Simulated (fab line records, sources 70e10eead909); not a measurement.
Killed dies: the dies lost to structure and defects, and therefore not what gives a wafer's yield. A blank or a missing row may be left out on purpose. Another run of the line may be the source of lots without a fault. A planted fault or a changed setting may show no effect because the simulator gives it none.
fab line records    flow nand_harc
record lots=11  wafers=31  last_day=33
route steps=1302 shown A_CHANNEL_HOLE_D1@473 END@1302
lots that met no fault: taken from a fault-free run of the same line
start_h: hours from the record's first day to the start of the lot's first wafer shown    wait_h: how many hours have passed since the lot's step before this one    " same as the row above    L1.1+2: a single row standing in for several wafers    - no value, or no start given    * or withheld: withheld    < > ~ a bound
route shown NAME@n: names a module that has steps shown in the file, with the first one's number in the route    usual: average and standard deviation across the fault-free wafers    same: alike in all rows    chamber/n: place in a boat    sites: readings site by site    _std_site: how widely they spread, as a standard deviation    _edge_site: mean of outer sites minus mean of inner sites    radius_mm: how far each site lies from the wafer's centre    mask NAME#n: copy n    behind: the last tool/chamber to shape the wafer    hold: the reason the lot was held/the length of the hold in hours/how it ended    device: the transistor (n, p or np) that didn't switch    end of line: the route-end tests of the same wafers    a step given without rows: its recipe and nothing more    killed: not the wafer's yield, but the dies lost to structure and defects at the first sort    map: shows each die of a wafer: x if killed, . if not, _ if none is there
set.NAME: the setting the step ran with; set.NAME@STEP: the setting that earlier step ran with    model.NAME: the simulator's own value behind a step, which no gauge read
a sample of lots followed through the steps of the route, with each step as a table and each wafer as a row
services: the hour from which a tool's chamber was out of use, counted from the record's first day as start_h (under 0 if before that day), plus the number of hours and why
## steps
# step NHARC_A_CHANNEL_HOLE_D1_ETCH_21
# recipe bias_v=3000  source_w=withheld  pressure_mtorr=20  time_s=514.3  ar_flow_sccm=375  c4f8_flow_sccm=89.3  o2_flow_sccm=35.7  temp_c=-20  target_depth_a=16000  chemistry=C4F8/O2/Ar
# usual drypump_motor_current_A=6.00/0.28  showerhead_plenum_p_Torr=3.69/0.06  temp_c=-20.00/0.11  throttle_valve_pct=32.156/0.0091
lot.wafer  tool         chamber  start_h  wait_h  drypump_motor_current_A  rf_hours_counter_h  showerhead_plenum_p_Torr  temp_c  throttle_valve_pct
L960.2     har_etch-02  1        187.97   0.3     6.20                     298                 3.64                      -20.21  32.146
L960.1     "            0        "        "       5.55                     298                 3.77                      -20.10  32.166
L960.5     "            1        "        "       6.19                     -                   3.64                      -20.11  32.161
L962.1     har_etch-01  0        214.07   0.3     6.15                     108                 3.72                      -19.96  32.164
L962.2     "            1        "        "       6.20                     108                 3.72                      -20.01  32.157
L962.5     "            1        "        "       6.23                     -                   3.72                      -20.05  32.162
L966.4     har_etch-02  0        261.98   0.3     5.51                     -                   3.74                      -19.84  32.153
L968.2     har_etch-02  0        280.72   0.3     5.54                     351                 3.74                      -20.03  32.159
L968.3     "            0        "        "       5.54                     -                   3.74                      -19.87  32.158
L968.5     "            0        "        "       5.57                     -                   3.74                      -19.99  32.168
L973.3     har_etch-02  1        330.09   0.3     6.19                     -                   3.60                      -20.15  32.160
L973.5     "            1        "        "       6.17                     -                   3.60                      -20.00  32.155
L973.6     "            0        "        "       5.53                     -                   3.72                      -20.07  32.163
L976.2     har_etch-02  0        345.49   0.3     5.52                     390                 3.72                      -19.79  32.156
L976.3     "            0        "        "       5.54                     -                   3.72                      -19.85  32.162
L976.6     "            0        "        "       5.55                     -                   3.71                      -19.80  32.165
L975.2     har_etch-01  1        345.87   0.3     6.20                     180                 3.68                      -19.86  32.155
L975.1     "            0        "        "       6.14                     180                 3.68                      -20.08  32.162
L975.3     "            0        "        "       6.16                     -                   3.68                      -20.20  32.166
L977.1     har_etch-02  1        359.26   0.3     6.17                     397                 3.59                      -20.04  32.158
L977.3     "            1        "        "       6.16                     -                   3.59                      -19.85  32.161
L977.5     "            0        "        "       5.53                     -                   3.71                      -20.04  32.149
L978.3     har_etch-02  0        372.43   0.3     5.55                     -                   3.70                      -20.05  32.155
L978.5     "            0        "        "       5.53                     -                   3.70                      -20.01  32.151
L978.6     "            1        "        "       6.17                     -                   3.59                      -19.98  32.167
L981.4     har_etch-01  1        402.90   0.3     6.20                     -                   3.66                      -19.80  32.175
L981.6     "            1        "        "       6.20                     -                   3.66                      -19.94  32.167
L981.5     "            0        "        "       6.14                     -                   3.66                      -19.97  32.138
L982.1     har_etch-02  1        411.66   0.3     6.18                     12                  3.93                      -20.33  32.156
L982.4     "            1        "        "       6.16                     -                   3.93                      -20.12  32.161
L982.3     "            0        "        "       5.58                     -                   3.70                      -19.90  32.150
# step NHARC_A_CHANNEL_HOLE_D1_ETCH_24
# recipe bias_v=5000  source_w=withheld  pressure_mtorr=20  time_s=906.2  ar_flow_sccm=375  c4f8_flow_sccm=93.8  o2_flow_sccm=31.2  temp_c=-20  target_depth_a=15000  chemistry=C4F8/O2/Ar
# usual drypump_motor_current_A=6.00/0.28  showerhead_plenum_p_Torr=3.68/0.059  temp_c=-19.98/0.12  throttle_valve_pct=32.233/0.0097
lot.wafer  tool         chamber  start_h  wait_h  drypump_motor_current_A  rf_hours_counter_h  showerhead_plenum_p_Torr  temp_c  throttle_valve_pct
L960.2     har_etch-02  1        189.70   0.6     6.18                     300                 3.64                      -20.05  32.239
L960.1     "            0        "        "       5.53                     300                 3.76                      -20.08  32.248
L960.5     "            1        "        "       6.16                     -                   3.64                      -20.15  32.233
L962.1     har_etch-01  0        215.78   0.6     6.16                     109                 3.72                      -19.70  32.250
L962.2     "            1        "        "       6.21                     109                 3.72                      -19.85  32.227
L962.5     "            1        "        "       6.20                     -                   3.72                      -19.88  32.241
L966.4     har_etch-02  0        263.79   0.6     5.54                     -                   3.74                      -19.94  32.239
L968.2     har_etch-02  0        282.48   0.6     5.56                     353                 3.73                      -19.88  32.241
L968.3     "            0        "        "       5.53                     -                   3.73                      -19.95  32.242
L968.5     "            0        "        "       5.57                     -                   3.73                      -19.96  32.235
L973.3     har_etch-02  1        331.90   0.6     6.16                     -                   3.60                      -20.01  32.233
L973.5     "            1        "        "       6.18                     -                   3.60                      -19.98  32.232
L973.6     "            0        "        "       5.51                     -                   3.72                      -19.99  32.226
L976.2     har_etch-02  0        347.25   0.6     5.55                     391                 3.71                      -19.95  32.227
L976.3     "            0        "        "       5.54                     -                   3.71                      -19.99  32.218
L976.6     "            0        "        "       5.53                     -                   3.71                      -19.93  32.231
L975.2     har_etch-01  1        347.57   0.6     6.20                     182                 3.68                      -19.96  32.237
L975.1     "            0        "        "       6.16                     182                 3.68                      -20.00  32.230
L975.3     "            0        "        "       6.15                     -                   3.68                      -20.03  32.237
L977.1     har_etch-02  1        360.95   0.6     6.17                     399                 3.59                      -20.19  32.230
L977.3     "            1        "        "       6.18                     -                   3.59                      -19.96  32.218
L977.5     "            0        "        "       5.55                     -                   3.71                      -19.87  32.238
L978.3     har_etch-02  0        374.24   0.6     5.53                     -                   3.70                      -19.99  32.249
L978.5     "            0        "        "       5.56                     -                   3.70                      -20.18  32.238
L978.6     "            1        "        "       6.19                     -                   3.58                      -20.03  32.254
L981.4     har_etch-01  1        404.74   0.6     6.20                     -                   3.66                      -19.94  32.226
L981.6     "            1        "        "       6.21                     -                   3.66                      -19.83  32.220
L981.5     "            0        "        "       6.17                     -                   3.66                      -20.21  32.235
L982.1     har_etch-02  1        413.38   0.6     6.16                     14                  3.92                      -19.93  32.235
L982.4     "            1        "        "       6.16                     -                   3.92                      -19.91  32.241
L982.3     "            0        "        "       5.55                     -                   3.69                      -19.94  32.221
# step NHARC_A_CHANNEL_HOLE_D1_ETCH_25
# recipe bias_v=5000  source_w=withheld  pressure_mtorr=20  time_s=1040.2  ar_flow_sccm=375  c4f8_flow_sccm=93.8  o2_flow_sccm=31.2  temp_c=-20  target_depth_a=15000  chemistry=C4F8/O2/Ar
# usual drypump_motor_current_A=6.00/0.28  showerhead_plenum_p_Torr=3.68/0.06  temp_c=-19.99/0.1  throttle_valve_pct=32.237/0.0092
lot.wafer  tool         chamber  start_h  wait_h  drypump_motor_current_A  rf_hours_counter_h  showerhead_plenum_p_Torr  temp_c  throttle_valve_pct
L960.2     har_etch-02  1        190.46   0.6     6.20                     301                 3.64                      -20.02  32.217
L960.1     "            0        "        "       5.52                     301                 3.76                      -19.94  32.248
L960.5     "            1        "        "       6.17                     -                   3.64                      -19.99  32.238
L962.1     har_etch-01  0        216.55   0.6     6.13                     110                 3.72                      -19.96  32.236
L962.2     "            1        "        "       6.22                     110                 3.72                      -19.97  32.218
L962.5     "            1        "        "       6.21                     -                   3.72                      -19.90  32.231
L966.4     har_etch-02  0        264.59   0.7     5.56                     -                   3.74                      -20.06  32.246
L968.2     har_etch-02  0        283.26   0.7     5.54                     354                 3.73                      -19.98  32.249
L968.3     "            0        "        "       5.53                     -                   3.73                      -19.99  32.241
L968.5     "            0        "        "       5.52                     -                   3.73                      -20.10  32.248
L973.3     har_etch-02  1        332.70   0.7     6.20                     -                   3.60                      -20.31  32.228
L973.5     "            1        "        "       6.19                     -                   3.60                      -19.97  32.251
L973.6     "            0        "        "       5.53                     -                   3.71                      -20.04  32.249
L976.2     har_etch-02  0        348.04   0.7     5.54                     392                 3.71                      -20.18  32.245
L976.3     "            0        "        "       5.55                     -                   3.71                      -20.25  32.250
L976.6     "            0        "        "       5.51                     -                   3.71                      -20.05  32.245
L975.2     har_etch-01  1        348.33   0.6     6.17                     183                 3.68                      -19.93  32.241
L975.1     "            0        "        "       6.15                     183                 3.68                      -19.88  32.238
L975.3     "            0        "        "       6.17                     -                   3.68                      -20.04  32.235
L977.1     har_etch-02  1        361.71   0.6     6.18                     400                 3.59                      -20.09  32.222
L977.3     "            1        "        "       6.18                     -                   3.59                      -20.08  32.248
L977.5     "            0        "        "       5.54                     -                   3.70                      -19.92  32.234
L978.3     har_etch-02  0        375.05   0.7     5.57                     -                   3.70                      -19.93  32.227
L978.5     "            0        "        "       5.53                     -                   3.70                      -19.84  32.231
L978.6     "            1        "        "       6.16                     -                   3.58                      -19.77  32.256
L981.4     har_etch-01  1        405.55   0.7     6.18                     -                   3.66                      -19.97  32.241
L981.6     "            1        "        "       6.19                     -                   3.66                      -20.10  32.239
L981.5     "            0        "        "       6.16                     -                   3.66                      -20.02  32.217
L982.1     har_etch-02  1        414.15   0.6     6.21                     14                  3.92                      -20.04  32.225
L982.4     "            1        "        "       6.12                     -                   3.92                      -19.98  32.255
L982.3     "            0        "        "       5.54                     -                   3.69                      -20.10  32.232
# step NHARC_A_CHANNEL_HOLE_D1_ETCH_44
# recipe target_depth_a=1400  overetch_a=140  time_s=77  ion_energy_ev=100  cf4_flow_sccm=80  o2_flow_sccm=20  ar_flow_sccm=0  rf_w=300  bias_w=100  chemistry=CF4/O2
# usual drypump_motor_current_A=5.9/0.5  oes_product_au=0.997/0.014  rf_vpp_V=197.4/1.2  showerhead_plenum_p_Torr=1.32/0.04  throttle_valve_pct=13.398/0.0092
lot.wafer  tool         chamber  start_h  wait_h  drypump_motor_current_A  oes_product_au  rf_hours_counter_h  rf_vpp_V  showerhead_plenum_p_Torr  throttle_valve_pct
L960.2     rie_diel-01  2        192.29   0.1     5.3                      0.997           50                  198.8     1.35                      13.391
L960.1     "            1        "        "       4.8                      0.986           56                  198.4     1.34                      13.392
L960.5     "            3        "        "       5.6                      1.013           -                   198.1     1.33                      13.382
L962.1     rie_diel-03  0        218.42   0.1     5.8                      0.978           8                   198.6     1.27                      13.395
L962.2     "            1        "        "       6.7                      0.988           8                   197.9     1.36                      13.400
L962.5     "            3        "        "       6.2                      0.995           -                   198.0     1.34                      13.394
L966.4     rie_diel-03  3        266.13   0.1     6.2                      1.003           14                  196.7     1.34                      13.401
L968.2     rie_diel-01  3        285.12   0.1     5.6                      1.010           22                  197.3     1.32                      13.405
L968.3     "            0        "        "       6.3                      1.002           25                  197.6     1.30                      13.406
L968.5     "            1        "        "       4.8                      1.000           -                   196.8     1.33                      13.394
L973.3     rie_diel-01  2        334.25   0.1     5.2                      0.999           42                  199.2     1.34                      13.391
L973.5     "            3        "        "       5.6                      1.019           -                   199.0     1.32                      13.405
L973.6     "            0        "        "       6.3                      1.024           -                   195.6     1.29                      13.411
L976.3     rie_diel-03  3        349.71   0.1     6.2                      0.978           5                   198.7     1.33                      13.412
L976.2     "            1        "        "       6.6                      0.995           5                   199.9     1.36                      13.396
L976.6     "            3        "        "       6.2                      0.988           -                   197.8     1.33                      13.413
L975.2     rie_diel-07  3        350.15   0.1     5.0                      1.025           12                  199.0     1.33                      13.402
L975.3     "            0        "        "       5.5                      1.002           21                  199.1     1.39                      13.406
L975.1     "            2        "        "       6.2                      1.016           21                  196.7     1.31                      13.409
L977.1     rie_diel-01  0        363.62   0.1     6.3                      1.017           50                  195.6     1.29                      13.392
L977.3     "            2        "        "       5.3                      1.006           53                  197.7     1.34                      13.409
L977.5     "            3        "        "       5.6                      1.013           -                   197.4     1.32                      13.409
L978.3     rie_diel-01  0        376.73   0.1     6.3                      1.011           54                  195.8     1.29                      13.413
L978.6     "            1        "        "       4.8                      0.996           -                   198.9     1.32                      13.400
L978.5     "            2        "        "       5.2                      1.000           -                   199.1     1.33                      13.402
L981.4     rie_diel-03  1        407.15   0.1     6.6                      0.984           -                   199.8     1.36                      13.393
L981.5     "            2        "        "       5.9                      0.991           -                   196.7     1.26                      13.399
L981.6     "            0        "        "       5.7                      0.979           -                   196.3     1.26                      13.404
L982.1     rie_diel-03  0        415.98   0.1     5.7                      0.982           11                  197.2     1.27                      13.403
L982.3     "            1        "        "       6.7                      0.982           11                  199.0     1.35                      13.396
L982.4     "            3        "        "       6.2                      0.967           9                   198.0     1.33                      13.387
# step NHARC_A_CHANNEL_HOLE_D1_INSPECT_40
# usual raw_defect_count=79/29
lot.wafer  tool               chamber  start_h  wait_h  hold                      raw_defect_count
L960.1     defect_inspect-02  -        193.28   -       -                         112
L960.2     "                  -        "        "       -                         104
L960.5     "                  -        "        "       -                         110
L962.1     defect_inspect-01  -        219.38   -       -                         40
L962.2     "                  -        "        "       -                         21
L962.5     "                  -        "        "       -                         28
L966.4     defect_inspect-02  -        267.14   -       await_dispo/0.2h/release  458
L966.4     defect_inspect-02  -        267.31   0.2     -                         467
L968.2     defect_inspect-01  -        286.09   -       await_dispo/0.2h/release  516
L968.3     "                  -        "        "       await_dispo/0.2h/release  548
L968.5     "                  -        "        "       await_dispo/0.2h/release  555
L968.2     defect_inspect-01  -        286.26   0.2     -                         522
L968.3     "                  -        "        "       -                         555
L968.5     "                  -        "        "       -                         544
L973.3     defect_inspect-01  -        335.21   -       -                         116
L973.5     "                  -        "        "       -                         95
L973.6     "                  -        "        "       -                         115
L976.2     defect_inspect-02  -        350.69   -       -                         108
L976.3     "                  -        "        "       -                         87
L976.6     "                  -        "        "       -                         104
L975.1     defect_inspect-02  -        351.21   -       -                         56
L975.2     "                  -        "        "       -                         80
L975.3     "                  -        "        "       -                         106
L977.1     defect_inspect-01  -        364.59   -       -                         117
L977.3     "                  -        "        "       -                         103
L977.5     "                  -        "        "       -                         137
L978.3     defect_inspect-02  -        377.70   -       -                         148
L978.5     "                  -        "        "       -                         111
L978.6     "                  -        "        "       -                         104
L981.4     defect_inspect-02  -        408.22   -       -                         70
L981.5     "                  -        "        "       -                         65
L981.6     "                  -        "        "       -                         53
L982.1     defect_inspect-02  -        416.96   -       -                         33
L982.3     "                  -        "        "       -                         63
L982.4     "                  -        "        "       -                         44
# step NHARC_END_SORT_01
# recipe temp_c=25
# usual killed_at_array=55/17  killed_at_other=0.9/1.2  killed_at_periphery=3.7/2.5  killed_dies=59/18  killed_open=3.4/1.9  killed_short=2.6/1.6
# same gross_dies=677
lot.wafer  tool       chamber  start_h  wait_h  killed_at_array  killed_at_other  killed_at_periphery  killed_dies  killed_open  killed_short
L966.4     prober-01  0        641.84   3.4     126              0                0                    126          2            2
L968.2     prober-01  0        666.26   2.8     123              5                4                    132          3            5
L968.3     prober-01  0        667.05   3.1     120              2                7                    129          1            1
L968.5     prober-01  0        668.63   3.6     125              3                6                    134          3            3
# killed by level:class
L966.4 A_CHANNEL_HOLE_D1:unspecified=76 A_SLIT:chamber_film_flake=19 A_SGD_CUT:chamber_film_flake=9 A_CHANNEL_HOLE_D1:chamber_film_flake=5 A_CHANNEL_HOLE_D2:chamber_film_flake=5 A_BONDPAD:chamber_film_flake=3 A_CHANNEL_FILL_D1:geometric_particle:open=1 A_ONON_D2:geometric_particle:short=1
L968.2 A_CHANNEL_HOLE_D1:unspecified=76 A_SLIT:chamber_film_flake=23 A_CHANNEL_HOLE_D1:chamber_film_flake=8 THIN_TSV:chamber_film_flake=5 A_CONTACT:chamber_film_flake=4 A_WL_FILL:geometric_particle:short=2 A_CHANNEL_HOLE_D2:unspecified=2 P_CONTACT:geometric_particle:open=1
L968.3 A_CHANNEL_HOLE_D1:unspecified=75 A_SLIT:chamber_film_flake=25 A_CHANNEL_HOLE_D1:chamber_film_flake=10 P_ZERO_WELL:chamber_film_flake=4 P_BONDPAD:chamber_film_flake=3 A_CHANNEL_HOLE_D2:unspecified=2 A_STAIRCASE:chamber_film_flake=2 THIN_TSV:chamber_film_flake=2
L968.5 A_CHANNEL_HOLE_D1:unspecified=77 A_SLIT:chamber_film_flake=24 A_CHANNEL_HOLE_D1:chamber_film_flake=9 P_GATE:chamber_film_flake=5 A_ZERO_WELL:chamber_film_flake=4 A_ONON_D2:geometric_particle:short=3 THIN_TSV:chamber_film_flake=3 A_CHANNEL_FILL_D2:chamber_film_flake=2
## services
tool         chamber  start_h  hours  kind
rie_diel-01  0        186.57   -      clean
rie_diel-01  1        186.57   -      clean
rie_diel-01  2        186.57   -      clean
rie_diel-01  3        186.57   -      clean
rie_diel-01  -        205.99   9.0    pm
rie_diel-07  -        230.26   0.6    repair
rie_diel-03  1        261.03   3.5    repair
rie_diel-03  -        281.30   9.0    pm
rie_diel-07  -        294.20   9.0    pm
rie_diel-01  -        315.38   0.6    repair
rie_diel-07  3        334.27   14.8   repair
rie_diel-01  3        336.93   3.0    repair
har_etch-02  -        377.00   17.0   pm
har_etch-02  0        377.00   17.0   vent_cycle
har_etch-02  1        377.00   17.0   vent_cycle
rie_diel-07  -        377.09   0.3    repair
rie_diel-01  -        383.59   9.0    pm
har_etch-02  0        394.00   -      clean
har_etch-02  0        394.00   -      consumable_replace:focus_ring
har_etch-02  1        394.00   -      clean
har_etch-02  1        394.00   -      consumable_replace:focus_ring
har_etch-02  1        394.00   -      consumable_replace:showerhead
rie_diel-03  3        397.24   11.7   repair
rie_diel-01  2        404.83   14.1   repair
## key
first_sign step=NHARC_A_CHANNEL_HOLE_D1_INSPECT_40  reading=visit  direction=added
effect step=NHARC_A_CHANNEL_HOLE_D1_INSPECT_40  reading=raw_defect_count  direction=up  sigmas=15  usual=79  struck=519
effect step=NHARC_END_SORT_01  reading=killed_dies  direction=up  sigmas=4  usual=59  struck=130
more_kills_born_at NHARC_A_CHANNEL_HOLE_D1_ETCH_21@har_etch-02=207
met_at NHARC_A_CHANNEL_HOLE_D1_ETCH_21
struck_lots L966,L968
struck_wafers L966.4,L968.2,L968.3,L968.5
tester_left_out L966,L968
not_acting_at NHARC_A_CHANNEL_HOLE_D1_ETCH_24,NHARC_A_CHANNEL_HOLE_D1_ETCH_25,NHARC_A_CHANNEL_HOLE_D1_ETCH_44
onset_between 187.97 261.98
fault kind=chamber_particle_source  tool=har_etch-02  chamber=0  onset_h=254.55  steps=NHARC_A_CHANNEL_HOLE_D1_ETCH_21  rate_per_visit_cm2=0.67256  end_h=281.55
# tester_left_out: of these lots the tester's yield and bins aren't shown, on N5 and GAA mostly nor the transistor test; their killed dies are dies lost to structure and defects alone, not to doping, threshold or leakage, so they don't give the yield
